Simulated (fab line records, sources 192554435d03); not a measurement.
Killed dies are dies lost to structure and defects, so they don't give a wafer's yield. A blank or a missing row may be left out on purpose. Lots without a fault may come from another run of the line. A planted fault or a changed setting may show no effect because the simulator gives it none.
fab line records | flow n5_finfet
record lots=7 wafers=39
route steps=1938 shown HKMG_FIN@449 BEOL_M0_SAQP@640 BEOL_M2@882 BEOL_M5@1112 BEOL_M7@1267
start_h: hours from the record's first day to the start of the lot's first wafer shown | wait_h: hours since the lot's step before | " the same as in the row above | L1.1+2: a row that stands for several wafers | - no value, or no start given | * or withheld: withheld | < > ~ a bound
route shown NAME@n: a module of which the file shows steps, and the number in the route of the first | usual: mean/standard deviation of fault-free wafers | same: alike in all rows | chamber/n: place in a boat | sites: the reading at each site | _std_site: their standard deviation | _edge_site: outer sites' mean less inner sites' | radius_mm: how far each site lies from the wafer's centre | mask NAME#n: copy n | behind: the tool/chamber that last shaped the wafer | hold: why the lot was held/for how many hours/how that ended | device: the transistor (n, p or np) that didn't switch | end of line: the same wafers' tests at the end of the route | a step without rows: its recipe alone | killed: dies lost to structure and defects at the first sort, not the wafer's yield | map: a wafer's dies, x killed, . not, _ none there
set.NAME: the setting as run; set.NAME@STEP: as run at that earlier step | model.NAME: the simulator's own value behind a step, which no gauge read
lots whose settings were changed on purpose; a table a step, a row a wafer
## steps
# step N5_HKMG_FIN_ALD_71
# recipe material=TiN target_thk_a=10 temp_c=400 ald_precursor_family=TiCl4 ald_co_reactant=NH3 pulse_time_s=1 purge_time_s=3 co_reactant_purge_time_s=2 co_reactant_pulse_time_s=2 ald_cycles=47 pressure_torr=3
# columns lot.wafer tool chamber start_h wait_h set.ald_cycles model.TiN_of_HKMG_FIN_ALD_71.thk_nm
L076.1+2+3 ald_metal-01 2,1,0 88.12 0.0 35 0.8
L076.4+5+6 " 3,3,2 " " 47 1
L077.1+2+3+4+5+6 ald_metal-02 2,3,0,1,2,1 97.92 0.0 47 1
L078.1+4+5 ald_metal-03 1,0,3 104.03 0.0 47 1
L078.2+3+6 " 2,3,0 " " 40 0.8
L079.1+2+3+4+5+6 ald_metal-02 3,1,0,2,0,1 108.01 0.0 47 1
L082.1+4+6 ald_metal-03 1,2,3 128.62 0.0 47 1
L087.1+3+5 ald_metal-03 0,1,3 158.30 0.0 47 1
L087.2+4+6 " 3,2,0 " " 62 1.4
L096.1+2+3+4+5+6 ald_metal-02 0,3,1,2,3,2 217.80 0.0 47 1
# step N5_BEOL_M0_SAQP_HM_DEP_111
# recipe material=SiO2 target_thk_a=120 temp_c=400 precursor=SiH4/N2O pressure_torr=0.75 rf_w=275 time_s=7.2
# columns lot.wafer tool chamber start_h wait_h set.target_thk_a model.SiO2_of_BEOL_M0_SAQP_HM_DEP_111.thk_nm
L076.1+5 pecvd-02 0,1 119.77 0.0 158.1 15.8
L076.2 " 1 " " 158.1 15.4
L076.3 " 2 " " 120 12
L076.4+6 " 2,0 " " 120 12.2
L077.1+3 pecvd-04 0,1 125.75 0.0 79.03 8
L077.2+5 " 2,1 " " 120 12
L077.4 " 0 " " 120 12.4
L077.6 " 2 " " 79.03 7.8
L078.1+4+6 pecvd-03 2,0,1 137.02 0.0 120 12.2
L078.2 " 1 " " 120 11.6
L078.3 " 0 " " 120 12
L078.5 " 2 " " 120 12.4
L079.1+4+6 pecvd-04 1,1,2 140.09 0.0 87.18 8.8
L079.2 " 0 " " 120 12
L079.3+5 " 2,0 " " 120 11.8
L082.1+6 pecvd-02 0,2 159.11 0.0 120 12
L082.4 " 1 " " 120 11.8
L087.1+4 pecvd-04 2,0 189.99 0.0 57.72 5.8
L087.2 " 0 " " 120 11.8
L087.3+5 " 2 " " 120 12.2
L087.6 " 0 " " 57.72 6
L096.1 pecvd-03 1 246.08 0.0 165.1 16.2
L096.2 " 0 " " 165.1 16.4
L096.3 " 2 " " 120 12
L096.4 " 1 " " 120 11.6
L096.5 " 0 " " 165.1 16.8
L096.6 " 2 " " 120 12.2
# step N5_BEOL_M0_SAQP_COAT_81
# recipe resist=SOC temp_c=250 time_s=60 spin_rpm=1500 resist_thk_nm=100
# step N5_BEOL_M0_SAQP_COAT_82
# recipe resist=SiARC temp_c=220 time_s=60 spin_rpm=1500 resist_thk_nm=30
# step N5_BEOL_M0_SAQP_ETCH_84
# recipe chemistry=N2/H2 target=SOC target_depth_a=1000 overetch_a=200 mask_material=SiARC temp_c=40 time_s=150 ion_energy_ev=200 pressure_mtorr=30 source_w=840 bias_w=150 n2_flow_sccm=200 h2_flow_sccm=200
# step N5_BEOL_M0_SAQP_STRIP_80
# recipe chemistry=N2/H2 temp_c=40 n2_flow_sccm=200 h2_flow_sccm=200 rf_frequency_hz=6e+07
# step N5_BEOL_M0_SAQP_HM_OPEN_112
# recipe chemistry=CHF3/O2 target=SiO2 stop_on=a-Si target_depth_a=120 over_etch_frac=1.25 mask_material=SOC time_s=13.5 pressure_mtorr=30 source_w=650 bias_w=170 Ar_flow_sccm=200 CHF3_flow_sccm=50 O2_flow_sccm=5 ion_energy_ev=200 ends=end_point
# columns lot.wafer tool chamber start_h wait_h set.target_thk_a@BEOL_M0_SAQP_HM_DEP_111 model.etch.depth_nm
L076.1 rie_diel-06 3 120.53 0.0 158.1 15.84
L076.2 " 0 " " 158.1 15.43
L076.3 " 2 " " 120 11.95
L076.4+6 " 1,2 " " 120 12.14
L076.5 " 3 " " 158.1 15.72
L077.1 rie_diel-06 0 126.35 0.0 79.03 7.957
L077.2 " 3 " " 120 12
L077.3 " 1 " " 79.03 8.046
L077.4 " 2 " " 120 12.45
L077.5 " 3 " " 120 12.08
L077.6 " 2 " " 79.03 7.78
L078.1 rie_diel-03 1 137.75 0.0 120 12.12
L078.2 " 2 " " 120 11.63
L078.3 " 3 " " 120 12.06
L078.4 " 0 " " 120 12.11
L078.5 " 1 " " 120 12.43
L078.6 " 2 " " 120 12.13
L079.1 rie_diel-06 0 141.14 0.0 87.18 8.846
L079.2 " 2 " " 120 11.92
L079.3 " 3 " " 120 11.76
L079.4 " 1 " " 87.18 8.787
L079.5 " 3 " " 120 11.82
L079.6 " 2 " " 87.18 8.881
L082.1 rie_diel-06 3 160.00 0.0 120 11.98
L082.4 " 0 " " 120 11.88
L082.6 " 0 " " 120 12
L087.1 rie_diel-04 1 190.72 0.0 57.72 5.777
L087.2 " 0 " " 120 11.82
L087.3 " 3 " " 120 12.29
L087.4 " 3 " " 57.72 5.735
L087.5 " 1 " " 120 12.27
L087.6 " 0 " " 57.72 6.032
L096.1 rie_diel-04 0 246.68 0.0 165.1 16.22
L096.2 " 3 " " 165.1 16.38
L096.3 " 1 " " 120 11.99
L096.4 " 2 " " 120 11.61
L096.5 " 2 " " 165.1 16.74
L096.6 " 3 " " 120 12.3
# step N5_BEOL_M2_ALD_98
# recipe material=SiO2 target_thk_a=25 temp_c=100 ald_precursor_family=BDEAS ald_co_reactant=O2-plasma pulse_time_s=1 co_reactant_pulse_time_s=1 purge_time_s=2 co_reactant_purge_time_s=2 ald_cycles=17 pressure_torr=2
# columns lot.wafer tool chamber start_h wait_h set.ald_cycles model.SiO2_of_BEOL_M2_ALD_98.thk_nm
L077.1+2+5 ald_sin-01 2,1,2 153.68 1.3 8 1.2
L077.3+4+6 " 0,3,1 " " 17 2.4
L076.1+6 ald_sin-01 0,1 153.78 1.0 17 2.4
L076.2+4 " 3,2 " " 9 1.4
L076.3 " 1 " " 17 2.6
L076.5 " 0 " " 9 1.2
L079.1+3+6 ald_sin-02 3,0,2 165.01 0.3 17 2.4
L079.2+4+5 " 1,2,1 " " 9 1.4
L078.1+5+6 ald_sin-02 2,0,3 167.72 0.5 12 1.8
L078.2+4 " 0,1 " " 17 2.4
L078.3 " 3 " " 17 2.6
L082.1+6 ald_sin-01 2,3 192.05 1.3 17 2.4
L082.4 " 1 " " 17 2.6
L087.1+2+5 ald_sin-02 1,3,3 218.51 0.1 17 2.4
L087.3+4+6 " 0,2,2 " " 17 2.6
L096.1+2+4 ald_sin-03 1,0,3 279.11 0.5 12 1.8
L096.3+5+6 " 2,3,2 " " 17 2.4
# step N5_BEOL_M5_ILD_DEP_00
# recipe material=SiCOH_lowk target_thk_a=1406.4 temp_c=300 precursor=DEMS/porogen pressure_torr=5 rf_w=500 time_s=25.9
# columns lot.wafer tool chamber start_h wait_h set.time_s model.SiCOH_lowk_of_BEOL_M5_ILD_DEP_00.thk_nm
L077.1 pecvd-03 0 182.03 0.8 12.58 67.6
L077.2 " 1 " " 12.58 68.2
L077.3 " 2 " " 25.9 138
L077.4 " 2 " " 12.58 69
L077.5 " 0 " " 25.9 140.2
L077.6 " 1 " " 25.9 139.4
L076.1 pecvd-03 0 186.00 0.8 11.99 68.6
L076.2 " 2 " " 25.9 140.2
L076.3 " 1 " " 25.9 141.4
L076.4+6 " 2,1 " " 11.99 69.4
L076.5 " 0 " " 25.9 143.8
L079.1 pecvd-02 0 192.06 0.8 25.9 137.2
L079.2 " 1 " " 39.24 213.2
L079.3 " 2 " " 39.24 209.6
L079.4 " 0 " " 39.24 211.8
L079.5 " 2 " " 25.9 142
L079.6 " 1 " " 25.9 142.8
L078.1 pecvd-02 2 198.24 0.8 11.73 68.6
L078.2+5 " 1,2 " " 25.9 143.2
L078.3 " 0 " " 11.73 65
L078.4 " 0 " " 25.9 142.2
L078.6 " 1 " " 11.73 69.6
L082.1 pecvd-02 0 218.62 0.8 25.9 140.2
L082.4+6 " 0,2 " " 25.9 142
L087.1 pecvd-03 2 255.61 0.8 38.18 201.4
L087.2 " 0 " " 38.18 204
L087.3 " 1 " " 25.9 140.4
L087.4 " 2 " " 25.9 139.6
L087.5 " 0 " " 38.18 205.2
L087.6 " 1 " " 25.9 141.8
L096.1 pecvd-03 1 316.93 0.8 18.42 100.6
L096.2 " 0 " " 25.9 139.6
L096.3 " 2 " " 18.42 97.8
L096.4 " 1 " " 25.9 140.6
L096.5 " 0 " " 25.9 141
L096.6 " 2 " " 18.42 98.6
# step N5_BEOL_M5_CURE_79
# recipe temp_c=385 time_s=240 ambient=He/Ar material=SiCOH_lowk
# columns lot.wafer tool chamber start_h wait_h set.time_s@BEOL_M5_ILD_DEP_00 model.SiCOH_lowk_of_BEOL_M5_ILD_DEP_00.thk_nm
L077.1 uv_cure-02 0 182.09 0.0 12.58 58
L077.2 " 0 " " 12.58 58.4
L077.3 " 0 " " 25.9 118.8
L077.4 " 0 " " 12.58 59.2
L077.5 " 0 " " 25.9 120.6
L077.6 " 0 " " 25.9 119.8
L076.1 uv_cure-02 1 186.06 0.0 11.99 58.8
L076.2 " 1 " " 25.9 120.6
L076.3 " 1 " " 25.9 121.6
L076.4+6 " 1 " " 11.99 59.4
L076.5 " 1 " " 25.9 123.8
L079.1 uv_cure-02 2 192.12 0.0 25.9 118
L079.2 " 2 " " 39.24 184.2
L079.3 " 2 " " 39.24 181
L079.4 " 2 " " 39.24 183
L079.5 " 2 " " 25.9 122.2
L079.6 " 2 " " 25.9 123
L078.1 uv_cure-02 0 198.30 0.0 11.73 58.8
L078.2+5 " 0 " " 25.9 123.2
L078.3 " 0 " " 11.73 55.6
L078.4 " 0 " " 25.9 122.2
L078.6 " 0 " " 11.73 59.6
L082.1 uv_cure-02 1 218.68 0.0 25.9 120.6
L082.4+6 " 1 " " 25.9 122.2
L087.1 uv_cure-02 1 255.67 0.0 38.18 173.8
L087.2 " 1 " " 38.18 176.2
L087.3 " 1 " " 25.9 120.8
L087.4 " 1 " " 25.9 120
L087.5 " 1 " " 38.18 177.2
L087.6 " 1 " " 25.9 122
L096.1 uv_cure-01 1 317.54 0.6 18.42 86.4
L096.2 " 1 " " 25.9 120.2
L096.3 " 1 " " 18.42 83.8
L096.4 " 1 " " 25.9 121
L096.5 " 1 " " 25.9 121.2
L096.6 " 1 " " 18.42 84.6
# step N5_BEOL_M5_THK_MEAS_01
# recipe reads=SiCOH_lowk_of_BEOL_M5_ILD_DEP_00
# usual M5_ILD_THK=121.0/1.8
# columns lot.wafer tool chamber start_h wait_h set.time_s@BEOL_M5_ILD_DEP_00 M5_ILD_THK[nm]
L077.1 film_metro-02 - 182.61 0.4 12.58 58.0
L077.2 " - " " 12.58 58.4
L077.3 " - " " 25.9 118.8
L077.4 " - " " 12.58 59.2
L077.5 " - " " 25.9 120.6
L077.6 " - " " 25.9 119.9
L076.1 film_metro-02 - 186.57 0.4 11.99 58.7
L076.2 " - " " 25.9 120.6
L076.3 " - " " 25.9 121.6
L076.4 " - " " 11.99 59.4
L076.5 " - " " 25.9 123.7
L076.6 " - " " 11.99 59.4
L079.1 film_metro-01 - 192.63 0.4 25.9 117.9
L079.2 " - " " 39.24 184.3
L079.3 " - " " 39.24 180.9
L079.4 " - " " 39.24 182.9
L079.5 " - " " 25.9 122.3
L079.6 " - " " 25.9 123.0
L078.1 film_metro-02 - 199.30 0.8 11.73 58.7
L078.2 " - " " 25.9 123.3
L078.3 " - " " 11.73 55.6
L078.4 " - " " 25.9 122.3
L078.5 " - " " 25.9 123.2
L078.6 " - " " 11.73 59.6
L082.1 film_metro-01 - 219.19 0.4 25.9 120.7
L082.4 " - " " 25.9 122.1
L082.6 " - " " 25.9 122.2
L087.1 film_metro-02 - 256.19 0.4 38.18 173.9
L087.2 " - " " 38.18 176.3
L087.3 " - " " 25.9 120.8
L087.4 " - " " 25.9 120.0
L087.5 " - " " 38.18 177.2
L087.6 " - " " 25.9 122.2
L096.1 film_metro-02 - 318.05 0.4 18.42 86.4
L096.2 " - " " 25.9 120.2
L096.3 " - " " 18.42 83.9
L096.4 " - " " 25.9 121.0
L096.5 " - " " 25.9 121.2
L096.6 " - " " 18.42 84.6
# step N5_BEOL_M7_HM_DEP_02
# recipe material=TiN target_thk_a=200 temp_c=25 chamber_pressure_pa=0.49996
# columns lot.wafer tool chamber start_h wait_h set.target_thk_a model.TiN_of_BEOL_M7_HM_DEP_02.thk_nm
L077.1 pvd_sputter-03 - 203.84 1.3 200 19.8
L077.2 " - " " 200 20.2
L077.3 " - " " 287.6 28.8
L077.4+5 " - " " 287.6 28.6
L077.6 " - " " 200 20
L076.1 pvd_sputter-01 - 207.54 0.6 200 19.8
L076.2+3+4 " - " " 235 23.6
L076.5+6 " - " " 200 20.2
L079.1 pvd_sputter-02 - 211.63 1.1 200 19.6
L079.2 " - " " 121.3 12.2
L079.3 " - " " 200 20.4
L079.4 " - " " 200 20.2
L079.5+6 " - " " 121.3 12.4
L078.1+6 pvd_sputter-01 - 220.39 1.4 200 19.8
L078.2 " - " " 200 19.2
L078.3 " - " " 144.5 14.4
L078.4+5 " - " " 144.5 14.2
L082.1+6 pvd_sputter-01 - 240.98 0.6 200 20
L082.4 " - " " 200 19.4
L087.1 pvd_sputter-02 - 280.81 1.5 200 20
L087.2 " - " " 88.96 9.6
L087.3 " - " " 88.96 9.4
L087.4 " - " " 200 19.8
L087.5 " - " " 200 20.2
L087.6 " - " " 88.96 9.2
L096.1+4 pvd_sputter-01 - 335.47 0.5 200 19.8
L096.2+5 " - " " 278.9 28
L096.3 " - " " 200 20.2
L096.6 " - " " 278.9 27.8
# step N5_BEOL_M7_COAT_59
# recipe resist=SOC temp_c=250 time_s=60 spin_rpm=1500 resist_thk_nm=100
# step N5_BEOL_M7_COAT_60
# recipe resist=SiARC temp_c=220 time_s=60 spin_rpm=1500 resist_thk_nm=35
# step N5_BEOL_M7_STRIP_68
# recipe chemistry=N2/H2 temp_c=40 n2_flow_sccm=200 h2_flow_sccm=200 rf_frequency_hz=6e+07
# step N5_BEOL_M7_STRIP_67
# recipe chemistry=CF4 resist=SiARC power_w=300 bias_power_w=75 pressure_mtorr=50 cf4_flow_sccm=150 rf_frequency_hz=6e+07
# step N5_BEOL_M7_HM_OPEN_17
# recipe chemistry=Cl2/BCl3 target_depth_a=200 overetch_a=60 target=TiN mask_material=SOC ion_energy_ev=150 pressure_mtorr=10 icp_w=1000 bias_w=126 Cl2_flow_sccm=53.25 bcl3_flow_sccm=21.75 Ar_flow_sccm=25
# usual oes_product_au=0.68/0.068
# columns lot.wafer tool chamber start_h wait_h set.target_thk_a@BEOL_M7_HM_DEP_02 oes_product_au model.etch.depth_nm
L077.1 rie_metal-01 0 204.84 0.0 200 0.76 19.77
L077.2 " 1 " " 200 0.86 20.12
L077.3 " 0 " " 287.6 0.91 26.94
L077.4 " 1 " " 287.6 1.01 26.4
L077.5 " 0 " " 287.6 0.92 26.83
L077.6 " 1 " " 200 0.85 20.07
L076.1 rie_metal-01 0 208.28 0.0 200 0.75 19.72
L076.2 " 1 " " 235 0.93 23.66
L076.3 " 1 " " 235 0.92 23.61
L076.4 " 0 " " 235 0.84 23.69
L076.5 " 1 " " 200 0.85 20.2
L076.6 " 0 " " 200 0.77 20.13
L079.1 rie_metal-02 1 212.49 0.0 200 0.64 19.67
L079.2 " 0 " " 121.3 0.50 12.29
L079.3 " 1 " " 200 0.66 20.42
L079.4 " 0 " " 200 0.65 20.28
L079.5 " 0 " " 121.3 0.51 12.31
L079.6 " 1 " " 121.3 0.51 12.45
L078.1 rie_metal-03 0 221.46 0.0 200 0.65 19.84
L078.2 " 1 " " 200 0.66 19.28
L078.3 " 1 " " 144.5 0.56 14.39
L078.4 " 0 " " 144.5 0.55 14.19
L078.5 " 1 " " 144.5 0.55 14.26
L078.6 " 0 " " 200 0.65 19.88
L082.1 rie_metal-01 1 242.09 0.0 200 0.81 19.92
L082.4 " 1 " " 200 0.80 19.39
L082.6 " 0 " " 200 0.75 19.97
L087.1 rie_metal-03 1 281.71 0.0 200 0.64 20.09
L087.2 " 0 " " 88.96 0.46 9.578
L087.3 " 1 " " 88.96 0.46 9.456
L087.4 " 0 " " 200 0.64 19.87
L087.5 " 0 " " 200 0.64 20.14
L087.6 " 1 " " 88.96 0.46 9.229
L096.1 rie_metal-03 1 336.39 0.0 200 0.64 19.71
L096.2 " 0 " " 278.9 0.75 26.22
L096.3 " 1 " " 200 0.64 20.12
L096.4 " 0 " " 200 0.63 19.9
L096.5 " 0 " " 278.9 0.74 26.19
L096.6 " 1 " " 278.9 0.76 26.9
## key
split step=N5_HKMG_FIN_ALD_71 setting=ald_cycles stated=47 by=wafer
response step=N5_HKMG_FIN_ALD_71 reading=model.TiN_of_HKMG_FIN_ALD_71.thk_nm change=+0.011 per=1% r=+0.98
split step=N5_BEOL_M0_SAQP_HM_DEP_111 setting=target_thk_a stated=120 by=wafer
response step=N5_BEOL_M0_SAQP_HM_DEP_111 reading=model.SiO2_of_BEOL_M0_SAQP_HM_DEP_111.thk_nm change=+0.118 per=1% r=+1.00
response step=N5_BEOL_M0_SAQP_HM_OPEN_112 reading=model.etch.depth_nm change=+0.119 per=1% r=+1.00
split step=N5_BEOL_M2_ALD_98 setting=ald_cycles stated=17 by=wafer
response step=N5_BEOL_M2_ALD_98 reading=model.SiO2_of_BEOL_M2_ALD_98.thk_nm change=+0.0224 per=1% r=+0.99
split step=N5_BEOL_M5_ILD_DEP_00 setting=time_s stated=25.9 by=wafer
response step=N5_BEOL_M5_ILD_DEP_00 reading=model.SiCOH_lowk_of_BEOL_M5_ILD_DEP_00.thk_nm change=+1.37 per=1% r=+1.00
response step=N5_BEOL_M5_CURE_79 reading=model.SiCOH_lowk_of_BEOL_M5_ILD_DEP_00.thk_nm change=+1.18 per=1% r=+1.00
response step=N5_BEOL_M5_THK_MEAS_01 reading=M5_ILD_THK change=+1.18 per=1% r=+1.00
split step=N5_BEOL_M7_HM_DEP_02 setting=target_thk_a stated=200 by=wafer
response step=N5_BEOL_M7_HM_DEP_02 reading=model.TiN_of_BEOL_M7_HM_DEP_02.thk_nm change=+0.196 per=1% r=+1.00
response step=N5_BEOL_M7_HM_OPEN_17 reading=oes_product_au change=+0.00328 per=1% r=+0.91
response step=N5_BEOL_M7_HM_OPEN_17 reading=model.etch.depth_nm change=+0.181 per=1% r=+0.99
